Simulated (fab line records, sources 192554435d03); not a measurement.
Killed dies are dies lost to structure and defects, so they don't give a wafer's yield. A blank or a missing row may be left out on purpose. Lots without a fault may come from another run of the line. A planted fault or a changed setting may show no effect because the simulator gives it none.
Which tool did it? | flow n5_finfet | 24 lots, 72 wafers sampled, at 6 steps of a route of 1938

WHAT THE GAUGES READ, wafer by wafer
N5_BEOL_M5_OVL_MEAS_12.
lot  | measured     | on         | M5_OVL (nm)
L074 | day 8 19:49  | overlay-02 | -0.4 -0.5 -0.9
L077 | day 9 04:23  | overlay-01 | -0.7 -0.5 -1.7
L076 | day 9 06:24  | overlay-01 | -1.0 -0.7 -0.5
L075 | day 9 09:28  | overlay-02 | 1.4 0.0 1.3
L079 | day 9 13:24  | overlay-01 | -0.3 0.8 0.0
L078 | day 9 13:39  | overlay-01 | -0.8 -0.8 -0.8
L080 | day 10 13:19 | overlay-01 | -0.9 0.3 -0.2
L081 | day 10 20:24 | overlay-01 | -0.4 -0.8 0.7
L082 | day 11 17:46 | overlay-01 | -0.6 -2.4 -1.0
L085 | day 11 18:03 | overlay-02 | -1.0 -0.3 0.0
L084 | day 12 22:28 | overlay-02 | -1.3 -0.5 -0.6
L086 | day 13 05:23 | overlay-01 | -0.6 -0.1 0.1
L089 | day 13 12:03 | overlay-01 | -0.1 0.1 0.6
L083 | day 13 15:30 | overlay-02 | -0.3 -0.1 -0.1
L087 | day 13 20:28 | overlay-01 | 1.2 1.2 1.3
L088 | day 14 01:27 | overlay-01 | 0.2 0.4 0.4
L090 | day 14 08:12 | overlay-02 | -0.2 -0.4 0.5
L093 | day 14 20:04 | overlay-02 | 0.0 -0.4 -0.4
L092 | day 14 22:20 | overlay-01 | 0.1 0.6 0.3
L094 | day 15 00:51 | overlay-01 | -0.3 -0.6 -0.7
L091 | day 15 01:21 | overlay-02 | 0.7 0.1 -0.4
L097 | day 15 18:35 | overlay-02 | -0.4 -0.8 -0.1
L095 | day 15 18:46 | overlay-01 | 0.3 -0.4 -0.2
L096 | day 16 02:10 | overlay-02 | -0.2 1.4 -0.2

N5_BEOL_M5_OCD_MEAS_38.
lot  | measured     | on     | trench_depth_nm (nm)
L074 | day 8 23:59  | ocd-01 | 68.8 70.3 72.1
L077 | day 9 05:46  | ocd-01 | 71.2 71.2 71.3
L076 | day 9 08:36  | ocd-02 | 72.4 71.2 72.2
L075 | day 9 12:45  | ocd-02 | 72.7 72.7 70.9
L079 | day 9 15:02  | ocd-02 | 72.0 72.0 71.5
L078 | day 9 15:19  | ocd-02 | 72.0 70.6 69.8
L080 | day 10 16:18 | ocd-02 | 70.9 71.5 71.7
L081 | day 10 23:16 | ocd-02 | 70.4 71.4 70.8
L082 | day 11 20:07 | ocd-02 | 71.9 70.4 71.9
L085 | day 11 22:17 | ocd-02 | 71.4 72.3 72.0
L084 | day 13 01:56 | ocd-01 | 70.8 72.6 70.1
L086 | day 13 08:04 | ocd-02 | 71.7 71.2 71.6
L089 | day 13 14:45 | ocd-01 | 70.5 71.5 70.6
L083 | day 13 19:15 | ocd-01 | 70.6 71.1 70.5
L087 | day 14 00:44 | ocd-02 | 72.3 71.8 71.9
L088 | day 14 03:47 | ocd-02 | 71.2 71.0 71.2
L090 | day 14 11:05 | ocd-02 | 73.3 70.4 72.9
L093 | day 14 21:52 | ocd-02 | 71.5 73.0 71.6
L092 | day 15 00:01 | ocd-01 | 72.0 74.2 70.4
L094 | day 15 05:09 | ocd-01 | 72.7 71.7 70.4
L091 | day 15 05:06 | ocd-01 | 71.2 71.2 71.9
L097 | day 15 20:01 | ocd-01 | 73.2 72.1 72.6
L095 | day 15 20:20 | ocd-01 | 70.9 70.9 70.5
L096 | day 16 06:05 | ocd-02 | 70.8 71.7 71.6

N5_BEOL_M5_INSPECT_58: inspects for defects (darkfield).
lot  | measured     | on                | raw_defect_count
L074 | day 9 06:49  | defect_inspect-02 | 59 63 92
L077 | day 9 15:54  | defect_inspect-01 | 47 56 48
L076 | day 9 16:01  | defect_inspect-02 | 61 104 68
L075 | day 9 19:42  | defect_inspect-01 | 82 58 58
L079 | day 9 21:46  | defect_inspect-01 | 90 78 100
L078 | day 10 00:07 | defect_inspect-02 | 41 50 54
L080 | day 10 23:38 | defect_inspect-01 | 67 96 70
L081 | day 11 06:56 | defect_inspect-02 | 85 46 81
L082 | day 12 03:01 | defect_inspect-02 | 107 82 105
L085 | day 12 05:04 | defect_inspect-02 | 59 62 70
L084 | day 13 09:01 | defect_inspect-01 | 69 35 62
L086 | day 13 14:54 | defect_inspect-02 | 44 41 29
L089 | day 13 21:29 | defect_inspect-02 | 80 47 67
L083 | day 14 02:18 | defect_inspect-02 | 49 57 67
L087 | day 14 07:20 | defect_inspect-01 | 76 85 85
L088 | day 14 10:36 | defect_inspect-01 | 63 78 63
L090 | day 14 17:38 | defect_inspect-02 | 49 43 57
L093 | day 15 05:51 | defect_inspect-01 | 80 58 47
L092 | day 15 09:00 | defect_inspect-02 | 62 64 71
L094 | day 15 13:05 | defect_inspect-01 | 71 79 47
L091 | day 15 11:59 | defect_inspect-02 | 55 71 40
L097 | day 16 02:43 | defect_inspect-01 | 64 67 69
L095 | day 16 03:17 | defect_inspect-01 | 55 114 66
L096 | day 16 13:17 | defect_inspect-02 | 68 60 64

WHICH TOOL RAN EACH LOT (tool, then ch and the chambers of the sampled wafers, then the start)
lot  | N5_BEOL_M5_ETCH_75                 | N5_BEOL_M5_CURE_80            | N5_BEOL_M5_ANNEAL_49
L074 | rie_diel-03 ch 0,1,2, day 8 23:35  | uv_cure-03 ch 1, day 9 00:10  | pvd_sputter-03, day 9 01:13
L077 | rie_diel-03 ch 0,3, day 9 05:23    | uv_cure-02 ch 1, day 9 06:01  | pvd_sputter-02, day 9 08:24
L076 | rie_diel-06 ch 0,1,2, day 9 08:13  | uv_cure-02 ch 1, day 9 08:47  | pvd_sputter-01, day 9 10:23
L075 | rie_diel-02 ch 0,1,3, day 9 12:22  | uv_cure-03 ch 1, day 9 12:59  | pvd_sputter-02, day 9 14:19
L079 | rie_diel-06 ch 1,3, day 9 14:39    | uv_cure-01 ch 1, day 9 15:20  | pvd_sputter-01, day 9 16:25
L078 | rie_diel-03 ch 1,2,3, day 9 14:55  | uv_cure-01 ch 1, day 9 15:38  | pvd_sputter-03, day 9 18:43
L080 | rie_diel-02 ch 0,2,3, day 10 15:55 | uv_cure-03 ch 2, day 10 16:30 | pvd_sputter-03, day 10 18:17
L081 | rie_diel-06 ch 0,1,3, day 10 22:53 | uv_cure-01 ch 0, day 11 00:19 | pvd_sputter-01, day 11 01:24
L082 | rie_diel-02 ch 2,3, day 11 19:44   | uv_cure-02 ch 2, day 11 20:22 | pvd_sputter-03, day 11 21:40
L085 | rie_diel-02 ch 0,2,3, day 11 21:54 | uv_cure-02 ch 1, day 11 22:32 | pvd_sputter-01, day 11 23:43
L084 | rie_diel-03 ch 0,2, day 13 01:34   | uv_cure-03 ch 0, day 13 02:11 | pvd_sputter-01, day 13 03:28
L086 | rie_diel-06 ch 1,2,3, day 13 07:41 | uv_cure-02 ch 0, day 13 08:19 | pvd_sputter-02, day 13 09:33
L089 | rie_diel-02 ch 0,2, day 13 14:22   | uv_cure-02 ch 2, day 13 15:00 | pvd_sputter-01, day 13 16:08
L083 | rie_diel-03 ch 0,3, day 13 18:52   | uv_cure-02 ch 1, day 13 19:32 | pvd_sputter-03, day 13 20:51
L087 | rie_diel-06 ch 1,2,3, day 14 00:22 | uv_cure-01 ch 1, day 14 00:56 | pvd_sputter-02, day 14 01:58
L088 | rie_diel-02 ch 0,1,2, day 14 03:25 | uv_cure-03 ch 1, day 14 04:00 | pvd_sputter-03, day 14 05:14
L090 | rie_diel-03 ch 0,1, day 14 10:41   | uv_cure-03 ch 0, day 14 11:19 | pvd_sputter-03, day 14 12:17
L093 | rie_diel-06 ch 0,1,2, day 14 21:28 | uv_cure-01 ch 2, day 14 22:16 | pvd_sputter-02, day 15 00:30
L092 | rie_diel-03 ch 0,1,3, day 14 23:38 | uv_cure-01 ch 2, day 15 00:13 | pvd_sputter-01, day 15 03:39
L094 | rie_diel-03 ch 0,2,3, day 15 04:46 | uv_cure-02 ch 2, day 15 05:21 | pvd_sputter-03, day 15 07:13
L091 | rie_diel-02 ch 0,3, day 15 04:43   | uv_cure-03 ch 0, day 15 05:17 | pvd_sputter-02, day 15 06:35
L097 | rie_diel-03 ch 2,3, day 15 19:38   | uv_cure-03 ch 2, day 15 20:13 | pvd_sputter-03, day 15 21:22
L095 | rie_diel-02 ch 0,1,3, day 15 19:56 | uv_cure-02 ch 2, day 15 20:49 | pvd_sputter-01, day 15 21:55
L096 | rie_diel-06 ch 2,3, day 16 05:41   | uv_cure-02 ch 1, day 16 06:26 | pvd_sputter-03, day 16 07:57
- N5_BEOL_M5_ETCH_75: etches underlayer in N2/H2, target depth 6.5 nm, time 5.2 s.
- N5_BEOL_M5_CURE_80: cures SiCOH lowk, time 120 s.
- N5_BEOL_M5_ANNEAL_49: time 1800 s.

WHAT THE TOOLS THEMSELVES READ (means of the sampled wafers that have a number; where no wafer has one, the mark that the record gives instead)
N5_BEOL_M5_ETCH_75.
lot  | tool        | drypump_motor_current_A (A) | etch_rf_on_time_s (s) | n2_flow_sccm (sccm) | oes_product_au (a.u.) | rf_vpp_V (V) | showerhead_plenum_p_Torr (Torr) | throttle_valve_pct (%)
L074 | rie_diel-03 | 5.4                         | 5.27                  | 199.5               | 0.64                  | 522.2        | 2.50                            | 17.91
L077 | rie_diel-03 | 5.0                         | 5.31                  | 199.7               | 0.73                  | 523.7        | 2.56                            | 17.57
L076 | rie_diel-06 | 5.7                         | 5.14                  | 199.8               | 0.67                  | 522.5        | 2.51                            | 17.84
L075 | rie_diel-02 | 6.0                         | 5.21                  | 200.2               | 0.74                  | 522.5        | 2.52                            | 17.82
L079 | rie_diel-06 | 5.5                         | 5.24                  | 200.3               | 0.59                  | 522.8        | 2.56                            | 18.19
L078 | rie_diel-03 | 5.6                         | 5.29                  | 200.0               | 0.66                  | 524.1        | 2.58                            | 17.92
L080 | rie_diel-02 | 5.8                         | 5.11                  | 199.3               | 0.69                  | 522.4        | 2.52                            | 17.90
L081 | rie_diel-06 | 5.4                         | 5.13                  | 200.0               | 0.65                  | 524.7        | 2.54                            | 18.01
L082 | rie_diel-02 | 5.9                         | 5.14                  | 199.4               | 0.64                  | 522.5        | 2.51                            | 18.08
L085 | rie_diel-02 | 5.8                         | 5.13                  | 200.3               | 0.67                  | 522.0        | 2.52                            | 17.92
L084 | rie_diel-03 | 5.0                         | 5.26                  | 200.4               | 0.71                  | 523.6        | 2.55                            | 17.66
L086 | rie_diel-06 | 5.9                         | 5.14                  | 200.3               | 0.60                  | 523.6        | 2.52                            | 18.05
L089 | rie_diel-02 | 5.8                         | 5.14                  | 199.6               | 0.69                  | 524.6        | 2.52                            | 17.78
L083 | rie_diel-03 | 5.0                         | 5.31                  | 199.6               | 0.68                  | 525.1        | 2.55                            | 17.66
L087 | rie_diel-06 | 5.8                         | 5.19                  | 199.5               | 0.60                  | 523.4        | 2.52                            | 18.05
L088 | rie_diel-02 | 6.0                         | 5.25                  | 200.2               | 0.68                  | 523.7        | 2.56                            | 17.78
L090 | rie_diel-03 | 5.6                         | 5.13                  | 199.7               | 0.78                  | 524.5        | 2.56                            | 17.70
L093 | rie_diel-06 | 5.7                         | 5.13                  | 200.2               | 0.65                  | 523.3        | 2.50                            | 17.89
L092 | rie_diel-03 | 5.5                         | 5.23                  | 200.3               | 0.73                  | 524.9        | 2.58                            | 17.69
L094 | rie_diel-03 | 5.2                         | 5.23                  | 200.3               | 0.71                  | 526.1        | 2.62                            | 17.71
L091 | rie_diel-02 | 5.7                         | 5.16                  | 200.4               | 0.70                  | 521.3        | 2.46                            | 17.89
L097 | rie_diel-03 | 5.4                         | 5.21                  | 200.3               | 0.75                  | 528.7        | 2.70                            | 17.75
L095 | rie_diel-02 | 5.9                         | 5.19                  | 199.7               | 0.69                  | 522.7        | 2.49                            | 17.90
L096 | rie_diel-06 | 5.7                         | 5.21                  | 200.5               | 0.58                  | 522.3        | 2.48                            | 18.03

N5_BEOL_M5_CURE_80.
lot  | tool       | lamp_power_pct (%) | wafer_temp_C_max
L074 | uv_cure-03 | 52.38              | 371.4
L077 | uv_cure-02 | 52.35              | 372.4
L076 | uv_cure-02 | 52.32              | 372.4
L075 | uv_cure-03 | 52.29              | 371.3
L079 | uv_cure-01 | 52.38              | 370.9
L078 | uv_cure-01 | 52.31              | 371.0
L080 | uv_cure-03 | 52.31              | 372.2
L081 | uv_cure-01 | 52.34              | 372.0
L082 | uv_cure-02 | 52.33              | 372.3
L085 | uv_cure-02 | 52.26              | 372.1
L084 | uv_cure-03 | 52.30              | 371.2
L086 | uv_cure-02 | 52.32              | 371.2
L089 | uv_cure-02 | 52.28              | 371.4
L083 | uv_cure-02 | 52.33              | 372.1
L087 | uv_cure-01 | 52.28              | 371.0
L088 | uv_cure-03 | 52.29              | 370.9
L090 | uv_cure-03 | 52.33              | 371.4
L093 | uv_cure-01 | 52.35              | 371.5
L092 | uv_cure-01 | 52.25              | 371.0
L094 | uv_cure-02 | 52.31              | 372.0
L091 | uv_cure-03 | 52.32              | 371.7
L097 | uv_cure-03 | 52.30              | 372.1
L095 | uv_cure-02 | 52.30              | 372.2
L096 | uv_cure-02 | 52.23              | 372.6

N5_BEOL_M5_ANNEAL_49.
lot  | tool           | heater_power_w (W)
L074 | pvd_sputter-03 | 920
L077 | pvd_sputter-02 | 921
L076 | pvd_sputter-01 | 877
L075 | pvd_sputter-02 | 934
L079 | pvd_sputter-01 | 850
L078 | pvd_sputter-03 | 895
L080 | pvd_sputter-03 | 940
L081 | pvd_sputter-01 | 849
L082 | pvd_sputter-03 | 796
L085 | pvd_sputter-01 | 888
L084 | pvd_sputter-01 | 905
L086 | pvd_sputter-02 | 975
L089 | pvd_sputter-01 | 856
L083 | pvd_sputter-03 | 794
L087 | pvd_sputter-02 | 969
L088 | pvd_sputter-03 | 875
L090 | pvd_sputter-03 | 859
L093 | pvd_sputter-02 | 1014
L092 | pvd_sputter-01 | 775
L094 | pvd_sputter-03 | 871
L091 | pvd_sputter-02 | 951
L097 | pvd_sputter-03 | 855
L095 | pvd_sputter-01 | 815
L096 | pvd_sputter-03 | 871

THE ANSWER, worked out from the rows above alone
Rule: what is usual is taken from the lots themselves. Put in order of their means at a reading, lots are off if they are a third of the lots or fewer, leave a main group of 4 or more, and stand apart from it by a gap of 3 or more times the standard deviation of the main group's means; of several such gaps the widest counts. A main group whose means are all the same, to the digits that the tables above print for the reading, isn't used. A lot without any number at a reading at which 4 lots or more have one is off too. The other lots that the step has rows for count as sound. The gauges are gone through in route order, then the tools' own readings, and for those a lot's mean is taken as printed above. The first step at which some lot is off is used, and at that step the reading that is off furthest; a lot without a number counts as furthest.
No lot is off at any reading shown: from this, nothing can be told.

WHAT THE SIMULATOR HAD PUT IN
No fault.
